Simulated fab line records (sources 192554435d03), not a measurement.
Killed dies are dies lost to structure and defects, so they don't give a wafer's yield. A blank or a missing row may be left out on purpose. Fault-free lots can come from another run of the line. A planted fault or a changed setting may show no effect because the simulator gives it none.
The tool behind it: which one?	flow n5Finfet	23 lots, 69 wafers sampled, at 5 steps of a route of 1938

WHAT THE GAUGES READ, wafer by wafer
N5_MOL_CONTACT_COAG_CD_MEAS_99: target cd 17.2 nm.
lot	measured	on	cdNm (nm)
L074	day 4 18:07	cdSem-02	17.0 17.1 16.5
L075	day 5 06:16	cdSem-01	17.4 17.5 17.2
L076	day 5 06:16	cdSem-02	16.1 17.5 17.1
L077	day 5 14:05	cdSem-01	17.1 17.1 17.3
L079	day 5 23:01	cdSem-03	17.0 17.7 17.1
L080	day 6 08:35	cdSem-01	17.3 17.0 17.3
L081	day 6 09:08	cdSem-02	16.3 16.9 16.5
L082	day 6 19:05	cdSem-01	17.1 17.5 17.2
L083	day 6 20:54	cdSem-03	17.1 17.2 18.3
L084	day 7 07:13	cdSem-02	17.4 16.9 17.3
L085	day 7 13:48	cdSem-02	17.7 17.4 17.1
L086	day 7 19:42	cdSem-01	17.2 16.8 17.1
L087	day 8 00:53	cdSem-02	17.6 17.2 16.8
L088	day 8 06:38	cdSem-03	17.9 17.0 17.0
L089	day 8 12:39	cdSem-01	16.6 16.2 16.7
L090	day 8 15:48	cdSem-02	17.6 17.7 16.5
L091	day 8 21:56	cdSem-01	17.5 16.7 17.4
L092	day 9 03:31	cdSem-01	17.1 17.0 16.5
L093	day 9 11:50	cdSem-02	17.5 17.5 17.0
L094	day 9 21:52	cdSem-01	17.9 16.9 17.1
L095	day 9 23:28	cdSem-03	17.6 17.7 17.7
L096	day 10 06:29	cdSem-01	17.0 16.8 16.5
L097	day 10 12:34	cdSem-01	17.0 17.3 17.1

WHICH TOOL RAN EACH LOT (tool, then ch and the chambers of the sampled wafers, then the start)
lot	N5_GATE_CUT_ETCH_37	N5_GATE_CUT_ALD_22	N5_MOL_CONTACT_COAG_ETCH_105	N5_MOL_CONTACT_COAG_ETCH_106
L074	rieDiel-02 ch 0,1,2, day 4 14:01	aldSin-01 ch 0,2,3, day 4 14:46	rieDiel-04 ch 0,1,3, day 4 17:47	rieDiel-04 ch 0,1,3, day 4 17:48
L075	rieDiel-02 ch 1,3, day 5 00:56	aldSin-03 ch 2,3, day 5 02:45	rieDiel-04 ch 0,3, day 5 05:55	rieDiel-04 ch 0,3, day 5 05:57
L076	rieDiel-06 ch 0,1,2, day 5 01:06	aldSin-01 ch 1,2,3, day 5 02:52	rieDiel-03 ch 0,1,2, day 5 05:56	rieDiel-03 ch 0,1,2, day 5 05:58
L077	rieDiel-02 ch 2,3, day 5 09:52	aldSin-04 ch 0,3, day 5 10:37	rieDiel-03 ch 0,1,3, day 5 13:44	rieDiel-03 ch 0,1,3, day 5 13:46
L079	rieDiel-02 ch 0,2,3, day 5 18:14	aldSin-04 ch 0,3, day 5 18:59	rieDiel-03 ch 0,3, day 5 22:40	rieDiel-03 ch 0,3, day 5 22:42
L080	rieDiel-06 ch 1,2,3, day 6 04:17	aldSin-04 ch 0,1,3, day 6 05:02	rieDiel-04 ch 0,1,2, day 6 08:14	rieDiel-04 ch 0,1,2, day 6 08:16
L081	rieDiel-02 ch 0,1,2, day 6 04:40	aldSin-01 ch 0,1,2, day 6 05:26	rieDiel-03 ch 0,1,3, day 6 08:47	rieDiel-03 ch 0,1,3, day 6 08:49
L082	rieDiel-02 ch 1,2,3, day 6 14:51	aldSin-04 ch 0,3, day 6 15:37	rieDiel-03 ch 1,2,3, day 6 18:44	rieDiel-03 ch 1,2,3, day 6 18:46
L083	rieDiel-02 ch 0,1,2, day 6 16:35	aldSin-04 ch 0,1,3, day 6 17:33	rieDiel-04 ch 0,1,2, day 6 20:34	rieDiel-04 ch 0,1,2, day 6 20:35
L084	rieDiel-02 ch 1,2, day 7 03:07	aldSin-03 ch 0,2, day 7 03:52	rieDiel-03 ch 1,2, day 7 06:53	rieDiel-03 ch 1,2, day 7 06:54
L085	rieDiel-05 ch 0,2,3, day 7 09:30	aldSin-04 ch 1,2,3, day 7 10:27	rieDiel-01 ch 0,2,3, day 7 13:27	rieDiel-01 ch 0,2,3, day 7 13:29
L086	rieDiel-02 ch 1,2,3, day 7 15:13	aldSin-01 ch 1,2,3, day 7 16:14	rieDiel-04 ch 1,3, day 7 19:22	rieDiel-04 ch 1,3, day 7 19:23
L087	rieDiel-02 ch 0,2, day 7 20:18	aldSin-04 ch 1,2, day 7 21:04	rieDiel-04 ch 1,3, day 8 00:32	rieDiel-04 ch 1,3, day 8 00:34
L088	rieDiel-02 ch 1,2,3, day 8 02:09	aldSin-01 ch 1,3, day 8 03:17	rieDiel-04 ch 1,2, day 8 06:18	rieDiel-04 ch 1,2, day 8 06:20
L089	rieDiel-06 ch 1,3, day 8 08:25	aldSin-03 ch 0,1,2, day 8 09:11	rieDiel-03 ch 1,2,3, day 8 12:18	rieDiel-03 ch 1,2,3, day 8 12:20
L090	rieDiel-05 ch 0,1, day 8 11:16	aldSin-03 ch 0,1, day 8 12:01	rieDiel-01 ch 0,1,3, day 8 15:27	rieDiel-01 ch 0,1,3, day 8 15:29
L091	rieDiel-05 ch 0,2,3, day 8 16:42	aldSin-01 ch 0,2,3, day 8 18:02	rieDiel-01 ch 0,2,3, day 8 21:35	rieDiel-01 ch 0,2,3, day 8 21:37
L092	rieDiel-06 ch 2,3, day 8 22:47	aldSin-01 ch 0,3, day 8 23:33	rieDiel-03 ch 0,1, day 9 03:10	rieDiel-03 ch 0,1, day 9 03:11
L093	rieDiel-02 ch 0,2,3, day 9 07:01	aldSin-04 ch 0,1, day 9 07:47	rieDiel-01 ch 0,1,2, day 9 11:29	rieDiel-01 ch 0,1,2, day 9 11:31
L094	rieDiel-05 ch 0,3, day 9 17:36	aldSin-04 ch 0,2, day 9 18:21	rieDiel-03 ch 0,2, day 9 21:31	rieDiel-03 ch 0,2, day 9 21:33
L095	rieDiel-05 ch 0,1,3, day 9 18:59	aldSin-03 ch 1,3, day 9 19:44	rieDiel-01 ch 0,1,2, day 9 23:08	rieDiel-01 ch 0,1,2, day 9 23:10
L096	rieDiel-06 ch 0,2,3, day 10 02:00	aldSin-04 ch 0,1,2, day 10 02:51	rieDiel-03 ch 1,2, day 10 06:09	rieDiel-03 ch 1,2, day 10 06:11
L097	rieDiel-06 ch 0,2,3, day 10 07:12	aldSin-01 ch 0,1,2, day 10 07:58	rieDiel-01 ch 0,2,3, day 10 12:13	rieDiel-01 ch 0,2,3, day 10 12:15
- N5_GATE_CUT_ETCH_37: etches SOC in N2/H2, target depth 60 nm, overetch 12 nm, time 90 s.
- N5_GATE_CUT_ALD_22: deposits SiNx, target thk 16 nm, pulse time 1 s, ald cycles 320.
- N5_MOL_CONTACT_COAG_ETCH_105: etches SiARC in CF4, target depth 15.6 nm, time 26 s.
- N5_MOL_CONTACT_COAG_ETCH_106: etches SOC in N2/H2, target depth 80 nm, overetch 16 nm, time 120 s.

AS READ BY THE TOOLS THEMSELVES (means over the sampled wafers that have a number; for cases with no such wafer, the mark the record gives instead)
N5_GATE_CUT_ETCH_37.
lot	tool	drypumpMotorCurrentA (A)	oesProductAu (a.u.)	rfFwdPowerW (W)	rfVppV (V)	showerheadPlenumPTorr (Torr)	throttleValvePct (%)
L074	rieDiel-02	5.6	0.69	834	523.5	2.49	17.62
L075	rieDiel-02	5.7	0.70	833	525.4	2.59	17.80
L076	rieDiel-06	5.2	0.66	833	524.9	2.60	17.73
L077	rieDiel-02	5.6	0.68	834	526.4	2.62	17.96
L079	rieDiel-02	5.5	0.68	834	524.6	2.57	17.83
L080	rieDiel-06	5.3	0.69	834	522.6	2.51	17.60
L081	rieDiel-02	5.6	0.68	834	522.8	2.49	17.64
L082	rieDiel-02	5.8	0.68	835	524.1	2.54	17.78
L083	rieDiel-02	5.7	0.68	832	522.4	2.49	17.66
L084	rieDiel-02	6.0	0.69	836	521.9	2.46	17.60
L085	rieDiel-05	5.5	0.77	831	525.6	2.63	17.77
L086	rieDiel-02	5.8	0.68	835	523.5	2.54	17.79
L087	rieDiel-02	5.6	0.66	830	523.6	2.51	17.81
L088	rieDiel-02	5.8	0.67	833	524.0	2.53	17.79
L089	rieDiel-06	5.5	0.68	838	520.1	2.38	17.54
L090	rieDiel-05	5.9	0.77	831	523.7	2.60	17.83
L091	rieDiel-05	5.4	0.76	831	525.4	2.63	17.79
L092	rieDiel-06	5.6	0.71	833	524.9	2.56	17.59
L093	rieDiel-02	5.5	0.66	835	524.5	2.56	17.88
L094	rieDiel-05	5.5	0.75	835	525.0	2.60	17.85
L095	rieDiel-05	5.7	0.76	836	524.2	2.60	17.90
L096	rieDiel-06	5.7	0.75	835	523.5	2.53	17.55
L097	rieDiel-06	5.7	0.74	835	523.8	2.53	17.55

N5_GATE_CUT_ALD_22.
lot	tool	heaterPowerOuterW (W)	heaterPowerW (W)	precursorPulseHeightRel
L074	aldSin-01	505	864	1.006
L075	aldSin-03	535	819	0.995
L076	aldSin-01	466	798	1.009
L077	aldSin-04	514	830	1.009
L079	aldSin-04	536	850	1.015
L080	aldSin-04	502	833	0.987
L081	aldSin-01	521	868	1.006
L082	aldSin-04	539	843	0.997
L083	aldSin-04	502	817	1.004
L084	aldSin-03	523	781	1.020
L085	aldSin-04	487	840	1.007
L086	aldSin-01	465	804	0.987
L087	aldSin-04	509	855	1.007
L088	aldSin-01	461	791	1.021
L089	aldSin-03	501	797	0.986
L090	aldSin-03	515	794	0.989
L091	aldSin-01	515	882	0.996
L092	aldSin-01	563	925	0.998
L093	aldSin-04	522	841	0.998
L094	aldSin-04	560	884	0.994
L095	aldSin-03	534	892	0.985
L096	aldSin-04	521	853	0.999
L097	aldSin-01	524	861	1.024

N5_MOL_CONTACT_COAG_ETCH_105.
lot	tool	drypumpMotorCurrentA (A)	etchRfOnTimeS (s)	oesProductAu (a.u.)	rfFwdPowerW (W)	rfVppV (V)	showerheadPlenumPTorr (Torr)	throttleValvePct (%)
L074	rieDiel-04	5.4	25.4	0.77	533.4	183.7	2.15	15.54
L075	rieDiel-04	5.4	25.7	0.74	533.3	184.7	2.21	15.63
L076	rieDiel-03	5.8	25.3	0.71	531.3	185.1	2.20	15.57
L077	rieDiel-03	5.7	25.9	0.68	531.4	184.6	2.25	15.78
L079	rieDiel-03	6.0	26.5	0.62	530.1	184.8	2.23	15.96
L080	rieDiel-04	5.5	25.4	0.77	533.2	184.6	2.22	15.45
L081	rieDiel-03	5.7	25.9	0.66	531.1	184.8	2.25	15.79
L082	rieDiel-03	5.6	25.5	0.69	531.8	183.7	2.19	15.69
L083	rieDiel-04	5.5	25.6	0.76	532.4	185.1	2.22	15.46
L084	rieDiel-03	5.7	25.1	0.71	534.4	183.5	2.14	15.52
L085	rieDiel-01	5.8	25.8	0.73	531.3	185.8	2.23	15.54
L086	rieDiel-04	5.3	25.4	0.67	531.9	182.6	2.06	15.63
L087	rieDiel-04	5.5	25.5	0.72	531.4	184.2	2.07	15.51
L088	rieDiel-04	5.6	25.2	0.75	533.1	184.2	2.14	15.39
L089	rieDiel-03	5.6	25.3	0.68	533.0	185.1	2.19	15.73
L090	rieDiel-01	6.0	25.7	0.65	532.3	184.7	2.15	15.56
L091	rieDiel-01	5.7	25.7	0.72	532.7	184.0	2.23	15.56
L092	rieDiel-03	5.9	25.5	0.66	529.9	186.5	2.23	15.76
L093	rieDiel-01	5.8	25.8	0.70	532.4	184.3	2.17	15.56
L094	rieDiel-03	6.1	25.4	0.64	531.2	182.8	2.10	15.71
L095	rieDiel-01	5.8	26.1	0.69	534.4	184.0	2.17	15.58
L096	rieDiel-03	5.7	24.7	0.68	533.2	184.1	2.13	15.57
L097	rieDiel-01	5.8	25.7	0.69	531.6	185.3	2.22	15.60

N5_MOL_CONTACT_COAG_ETCH_106.
lot	tool	drypumpMotorCurrentA (A)	oesProductAu (a.u.)	rfFwdPowerW (W)	rfVppV (V)	showerheadPlenumPTorr (Torr)	throttleValvePct (%)
L074	rieDiel-04	5.5	0.79	835.3	524	2.56	17.84
L075	rieDiel-04	5.3	0.76	833.3	526	2.63	17.92
L076	rieDiel-03	5.8	0.73	835.6	526	2.60	17.70
L077	rieDiel-03	5.7	0.71	835.7	526	2.66	17.87
L079	rieDiel-03	6.0	0.65	835.1	527	2.65	18.19
L080	rieDiel-04	5.5	0.80	837.8	526	2.62	17.67
L081	rieDiel-03	5.7	0.70	831.2	527	2.65	17.89
L082	rieDiel-03	5.6	0.71	834.1	526	2.58	17.70
L083	rieDiel-04	5.5	0.79	836.6	527	2.62	17.68
L084	rieDiel-03	5.7	0.73	838.1	523	2.51	17.53
L085	rieDiel-01	5.8	0.77	835.9	527	2.67	17.91
L086	rieDiel-04	5.3	0.69	836.8	521	2.46	17.96
L087	rieDiel-04	5.6	0.75	837.4	522	2.47	17.83
L088	rieDiel-04	5.6	0.78	835.0	524	2.54	17.64
L089	rieDiel-03	5.6	0.70	835.9	525	2.57	17.73
L090	rieDiel-01	6.0	0.68	837.1	525	2.57	17.90
L091	rieDiel-01	5.8	0.75	834.3	526	2.67	17.92
L092	rieDiel-03	5.9	0.69	834.9	527	2.66	17.96
L093	rieDiel-01	5.8	0.73	839.0	524	2.57	17.85
L094	rieDiel-03	6.1	0.66	835.7	523	2.50	17.89
L095	rieDiel-01	5.8	0.72	837.1	524	2.57	17.87
L096	rieDiel-03	5.7	0.70	837.8	523	2.50	17.60
L097	rieDiel-01	5.8	0.73	841.5	526	2.66	17.95

THE ANSWER, worked out from the rows above alone
Rule: what is usual is taken from the lots themselves. Put in order of their means at a reading, lots are off if they are a third of the lots or fewer, leave a main group of 4 or more, and stand apart from it by a gap of 3 or more times the standard deviation of the main group's means; of several such gaps the widest counts. Not used: any main group whose means are identical at the precision the tables above print for the reading. Also off: a lot with no number at a reading for which 4 or more lots have one. Where the step has rows for the other lots, those lots are counted as sound. After the gauges, taken in route order, come the tools' own readings; for these a lot's mean is taken, as printed above. The first step at which some lot is off is used, and at that step the reading that is off furthest; a lot without a number counts as furthest.
No lot is off at any reading shown: from this, nothing can be told.

WHAT WAS PUT IN BY THE SIMULATOR
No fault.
